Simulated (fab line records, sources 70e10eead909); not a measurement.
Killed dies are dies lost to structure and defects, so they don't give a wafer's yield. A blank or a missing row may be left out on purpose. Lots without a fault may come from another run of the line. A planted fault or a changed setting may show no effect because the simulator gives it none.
Which tool did it? | flow nand_harc | 24 lots, 72 wafers sampled, at 5 steps of a route of 1159

WHAT THE GAUGES READ, wafer by wafer
NHARC_A_CONTACT_INSPECT_23. Usual: raw_defect_count 442, standard deviation 130.
lot  | measured     | on                | raw_defect_count | flag
L078 | day 17 14:41 | defect_inspect-02 | 381 319 450      |
L079 | day 17 20:31 | defect_inspect-01 | 448 446 527      |
L076 | day 17 19:46 | defect_inspect-02 | 847 683 563      |
L075 | day 18 02:29 | defect_inspect-02 | 341 353 445      |
L074 | day 18 03:40 | defect_inspect-02 | 459 445 450      |
L077 | day 18 04:51 | defect_inspect-02 | 469 564 771      |
L080 | day 18 14:42 | defect_inspect-01 | 424 365 414      |
L083 | day 19 01:25 | defect_inspect-02 | 393 421 862      |
L082 | day 19 07:38 | defect_inspect-01 | 280 283 322      |
L084 | day 19 13:31 | defect_inspect-02 | 300 394 395      |
L081 | day 19 13:59 | defect_inspect-01 | 374 581 458      |
L085 | day 20 01:45 | defect_inspect-01 | 504 417 394      |
L089 | day 20 02:13 | defect_inspect-02 | 357 544 520      |
L087 | day 20 18:53 | defect_inspect-01 | 318 388 409      |
L086 | day 20 18:55 | defect_inspect-02 | 435 319 713      |
L088 | day 21 08:26 | defect_inspect-02 | 373 440 356      |
L090 | day 21 13:31 | defect_inspect-01 | 448 399 402      |
L091 | day 21 14:15 | defect_inspect-01 | 382 338 296      |
L092 | day 21 15:59 | defect_inspect-02 | 466 554 580      |
L094 | day 22 01:57 | defect_inspect-02 | 413 672 606      |
L093 | day 22 02:42 | defect_inspect-01 | 336 385 469      |
L097 | day 22 12:41 | defect_inspect-02 | 301 403 350      |
L095 | day 22 17:46 | defect_inspect-02 | 297 222 283      |
L096 | day 22 21:19 | defect_inspect-02 | 600 360 291      |

NHARC_A_M0_INSPECT_27. Usual: raw_defect_count 442, standard deviation 120.
lot  | measured     | on                | raw_defect_count | flag
L078 | day 17 22:04 | defect_inspect-01 | 349 509 360      |
L079 | day 18 07:29 | defect_inspect-02 | 609 583 836      |
L076 | day 18 06:18 | defect_inspect-01 | 351 319 362      |
L075 | day 18 10:05 | defect_inspect-01 | 364 383 427      |
L074 | day 18 17:43 | defect_inspect-02 | 307 507 472      |
L077 | day 18 17:48 | defect_inspect-01 | 312 332 453      |
L080 | day 19 01:30 | defect_inspect-01 | 421 355 417      |
L083 | day 19 10:54 | defect_inspect-02 | 542 618 661      |
L082 | day 19 16:39 | defect_inspect-02 | 500 497 509      |
L084 | day 19 20:46 | defect_inspect-02 | 256 325 395      |
L081 | day 19 21:58 | defect_inspect-02 | 288 642 269      |
L085 | day 20 10:58 | defect_inspect-01 | 408 448 319      |
L089 | day 20 10:37 | defect_inspect-01 | 480 549 331      |
L087 | day 21 02:27 | defect_inspect-01 | 355 469 437      |
L086 | day 21 11:08 | defect_inspect-01 | 383 364 393      |
L088 | day 21 18:14 | defect_inspect-01 | 470 354 395      |
L090 | day 21 21:05 | defect_inspect-02 | 327 304 307      |
L091 | day 22 00:32 | defect_inspect-02 | 589 573 578      |
L092 | day 22 03:17 | defect_inspect-01 | 269 394 343      |
L094 | day 22 09:30 | defect_inspect-01 | 343 394 432      |
L093 | day 22 10:07 | defect_inspect-02 | 397 817 463      |
L097 | day 22 21:35 | defect_inspect-01 | 438 508 354      |
L095 | day 23 01:41 | defect_inspect-01 | 430 380 463      |
L096 | day 23 04:36 | defect_inspect-02 | 489 423 447      |

WHICH TOOL RAN EACH LOT (tool, then ch and the chambers of the sampled wafers, then the start)
lot  | NHARC_A_CONTACT_ETCH_135             | NHARC_A_CONTACT_CVD_19                   | NHARC_A_BLC_STRIP_21
L078 | har_cap_etch-01 ch 0,1, day 17 11:03 | cvd_w-01 ch 0,1, day 17 14:41 or earlier | rie_diel-04 ch 0,1,2, day 17 16:33
L079 | har_cap_etch-02 ch 0,1, day 17 15:49 | cvd_w-02 ch 0,1, day 17 20:31 or earlier | rie_diel-02 ch 1,2,3, day 17 22:15
L076 | har_cap_etch-03 ch 0,1, day 17 16:03 | cvd_w-02 ch 0,1, day 17 19:46 or earlier | rie_diel-02 ch 2,3, day 17 21:31
L075 | har_cap_etch-02 ch 0,1, day 17 19:14 | cvd_w-01 ch 0,1, day 18 02:29 or earlier | rie_diel-02 ch 0,1,2, day 18 04:31
L074 | har_cap_etch-03 ch 0,1, day 17 20:05 | cvd_w-01 ch 0,1, day 18 03:40 or earlier | rie_diel-02 ch 0,2,3, day 18 05:34
L077 | har_cap_etch-02 ch 0,1, day 17 20:53 | cvd_w-01 ch 0,1, day 18 04:51 or earlier | rie_diel-02 ch 0,2,3, day 18 06:46
L080 | har_cap_etch-02 ch 0,1, day 18 10:53 | cvd_w-01 ch 0,1, day 18 14:42 or earlier | rie_diel-02 ch 1,3, day 18 16:36
L083 | har_cap_etch-02 ch 0,1, day 18 21:42 | cvd_w-01 ch 0,1, day 19 01:25 or earlier | rie_diel-04 ch 0,1,2, day 19 03:17
L082 | har_cap_etch-02 ch 0,1, day 19 02:22 | cvd_w-02 ch 0,1, day 19 07:38 or earlier | rie_diel-04 ch 1,2, day 19 09:30
L084 | har_cap_etch-03 ch 0,1, day 19 07:38 | cvd_w-01 ch 0,1, day 19 13:31 or earlier | rie_diel-04 ch 0,2,3, day 19 15:23
L081 | har_cap_etch-01 ch 0,1, day 19 08:20 | cvd_w-02 ch 0,1, day 19 13:59 or earlier | rie_diel-04 ch 2,3, day 19 15:56
L085 | har_cap_etch-01 ch 0,1, day 19 17:16 | cvd_w-02 ch 0,1, day 20 01:45 or earlier | rie_diel-02 ch 0,1,3, day 20 03:30
L089 | har_cap_etch-02 ch 0,1, day 19 19:06 | cvd_w-01 ch 0, day 20 02:13 or earlier   | rie_diel-02 ch 0,1,2, day 20 04:15
L087 | har_cap_etch-03 ch 1, day 20 11:53   | cvd_w-01 ch 0,1, day 20 18:53 or earlier | rie_diel-02 ch 2,3, day 20 20:49
L086 | har_cap_etch-03 ch 0, day 20 14:55   | cvd_w-02 ch 0,1, day 20 18:55 or earlier | rie_diel-04 ch 0,1,3, day 20 21:01
L088 | har_cap_etch-03 ch 0,1, day 20 22:03 | cvd_w-02 ch 0,1, day 21 08:26 or earlier | rie_diel-13 ch 2,3, day 21 10:17
L090 | har_cap_etch-01 ch 0,1, day 21 00:49 | cvd_w-02 ch 0,1, day 21 13:31 or earlier | rie_diel-04 ch 1,2, day 21 15:27
L091 | har_cap_etch-02 ch 0,1, day 21 08:44 | cvd_w-02 ch 0,1, day 21 14:15 or earlier | rie_diel-04 ch 0,2,3, day 21 16:10
L092 | har_cap_etch-01 ch 0,1, day 21 09:16 | cvd_w-02 ch 0,1, day 21 15:59 or earlier | rie_diel-04 ch 2,3, day 21 17:43
L094 | har_cap_etch-02 ch 0,1, day 21 19:59 | cvd_w-01 ch 0,1, day 22 01:57 or earlier | rie_diel-13 ch 0,1,3, day 22 03:47
L093 | har_cap_etch-01 ch 0,1, day 21 20:52 | cvd_w-01 ch 0,1, day 22 02:42 or earlier | rie_diel-04 ch 2,3, day 22 04:41
L097 | har_cap_etch-01 ch 0,1, day 22 08:40 | cvd_w-02 ch 0,1, day 22 12:41 or earlier | rie_diel-02 ch 2,3, day 22 14:32
L095 | har_cap_etch-03 ch 1, day 22 10:54   | cvd_w-01 ch 0, day 22 17:46 or earlier   | rie_diel-02 ch 1,3, day 22 19:29
L096 | har_cap_etch-03 ch 0,1, day 22 14:19 | cvd_w-01 ch 0,1, day 22 21:19 or earlier | rie_diel-04 ch 1,2,3, day 22 23:04
- NHARC_A_CONTACT_ETCH_135: etches the open film in C4F8/O2/Ar, time 132 s, target depth 1287 nm.
- NHARC_A_CONTACT_CVD_19: deposits W, target thk 300 nm, time 802 s.
- NHARC_A_BLC_STRIP_21: strips in O2.

WHAT THE TOOLS THEMSELVES READ (means of the sampled wafers that have a number; where no wafer has one, the mark that the record gives instead)
NHARC_A_CONTACT_CVD_19. Usual: heater_power_outer_w 271 W, standard deviation 27; heater_power_w 507 W, standard deviation 45; throttle_valve_pct 8.16 %, standard deviation 0.22.
lot  | tool     | heater_power_outer_w (W) | heater_power_w (W) | throttle_valve_pct (%) | flag
L078 | cvd_w-01 | 289                      | 542                | 8.11                   |
L079 | cvd_w-02 | 240                      | 458                | 8.22                   |
L076 | cvd_w-02 | 242                      | 447                | 8.25                   |
L075 | cvd_w-01 | 287                      | 542                | 8.09                   |
L074 | cvd_w-01 | 294                      | 534                | 8.01                   |
L077 | cvd_w-01 | 289                      | 532                | 8.04                   |
L080 | cvd_w-01 | 291                      | 530                | 7.88                   |
L083 | cvd_w-01 | 288                      | 543                | 8.16                   |
L082 | cvd_w-02 | 250                      | 471                | 8.38                   |
L084 | cvd_w-01 | 296                      | 541                | 8.01                   |
L081 | cvd_w-02 | 239                      | 454                | 8.38                   |
L085 | cvd_w-02 | 251                      | 470                | 8.38                   |
L089 | cvd_w-01 | 281                      | 556                | 8.14                   |
L087 | cvd_w-01 | 294                      | 542                | 8.10                   |
L086 | cvd_w-02 | 242                      | 458                | 8.25                   |
L088 | cvd_w-02 | 243                      | 456                | 8.29                   |
L090 | cvd_w-02 | 243                      | 455                | 8.32                   |
L091 | cvd_w-02 | 247                      | 474                | 8.19                   |
L092 | cvd_w-02 | 250                      | 474                | 8.26                   |
L094 | cvd_w-01 | 306                      | 545                | 8.01                   |
L093 | cvd_w-01 | 288                      | 549                | 8.11                   |
L097 | cvd_w-02 | 247                      | 460                | 8.33                   |
L095 | cvd_w-01 | 277                      | 538                | 8.17                   |
L096 | cvd_w-01 | 287                      | 545                | 8.01                   |

NHARC_A_BLC_STRIP_21. Usual: drypump_motor_current_A 5.7 A, standard deviation 0.45; oes_product_au 1.004 a.u., standard deviation 0.01; rf_vpp_V 57.6 V, standard deviation 0.94; showerhead_plenum_p_Torr 3.49 Torr, standard deviation 0.16; throttle_valve_pct 17.037 %, standard deviation 0.0097.
lot  | tool        | drypump_motor_current_A (A) | oes_product_au (a.u.) | rf_vpp_V (V) | showerhead_plenum_p_Torr (Torr) | throttle_valve_pct (%) | flag
L078 | rie_diel-04 | 5.3                         | 0.994                 | 57.6         | 3.53                            | 17.039                 |
L079 | rie_diel-02 | 6.0                         | 1.004                 | 57.2         | 3.49                            | 17.034                 |
L076 | rie_diel-02 | 5.9                         | 1.000                 | 57.7         | 3.60                            | 17.041                 |
L075 | rie_diel-02 | 5.9                         | 1.010                 | 57.1         | 3.39                            | 17.037                 |
L074 | rie_diel-02 | 5.9                         | 1.008                 | 57.7         | 3.50                            | 17.037                 |
L077 | rie_diel-02 | 5.8                         | 1.005                 | 57.7         | 3.50                            | 17.040                 |
L080 | rie_diel-02 | 5.9                         | 0.999                 | 57.1         | 3.61                            | 17.043                 |
L083 | rie_diel-04 | 5.3                         | 0.997                 | 57.7         | 3.53                            | 17.045                 |
L082 | rie_diel-04 | 5.4                         | 0.996                 | 58.5         | 3.63                            | 17.036                 |
L084 | rie_diel-04 | 5.6                         | 1.001                 | 58.0         | 3.45                            | 17.031                 |
L081 | rie_diel-04 | 5.9                         | 1.004                 | 57.2         | 3.60                            | 17.040                 |
L085 | rie_diel-02 | 5.8                         | 1.010                 | 57.5         | 3.51                            | 17.033                 |
L089 | rie_diel-02 | 5.9                         | 1.016                 | 57.1         | 3.39                            | 17.037                 |
L087 | rie_diel-02 | 6.0                         | 1.000                 | 58.0         | 3.60                            | 17.032                 |
L086 | rie_diel-04 | 5.3                         | 1.013                 | 56.9         | 3.41                            | 17.045                 |
L088 | rie_diel-13 | 6.3                         | 0.992                 | 57.8         | 3.70                            | 17.045                 |
L090 | rie_diel-04 | 5.4                         | 1.006                 | 57.7         | 3.62                            | 17.040                 |
L091 | rie_diel-04 | 5.6                         | 1.003                 | 58.6         | 3.45                            | 17.032                 |
L092 | rie_diel-04 | 6.0                         | 1.004                 | 57.7         | 3.47                            | 17.038                 |
L094 | rie_diel-13 | 5.9                         | 0.997                 | 57.5         | 3.56                            | 17.041                 |
L093 | rie_diel-04 | 6.0                         | 1.012                 | 57.1         | 3.47                            | 17.037                 |
L097 | rie_diel-02 | 5.9                         | 0.983                 | 58.5         | 3.60                            | 17.033                 |
L095 | rie_diel-02 | 6.0                         | 0.992                 | 58.2         | 3.50                            | 17.044                 |
L096 | rie_diel-04 | 5.7                         | 1.013                 | 58.0         | 3.54                            | 17.034                 |

THE ANSWER, worked out from the rows above alone
Rule: a lot is off if the mean of its wafers that have a number lies more than 3 standard deviations from the usual mean. A lot without any number at a reading at which 4 lots or more have one is off too. The other lots that the step has rows for count as sound. The gauges are gone through in route order, then the tools' own readings, and for those a lot's mean is taken as printed above. The first step at which some lot is off is used, and at that step the reading that is off furthest; a lot without a number counts as furthest.
No lot is off at any reading shown: from this, nothing can be told.

WHAT THE SIMULATOR HAD PUT IN
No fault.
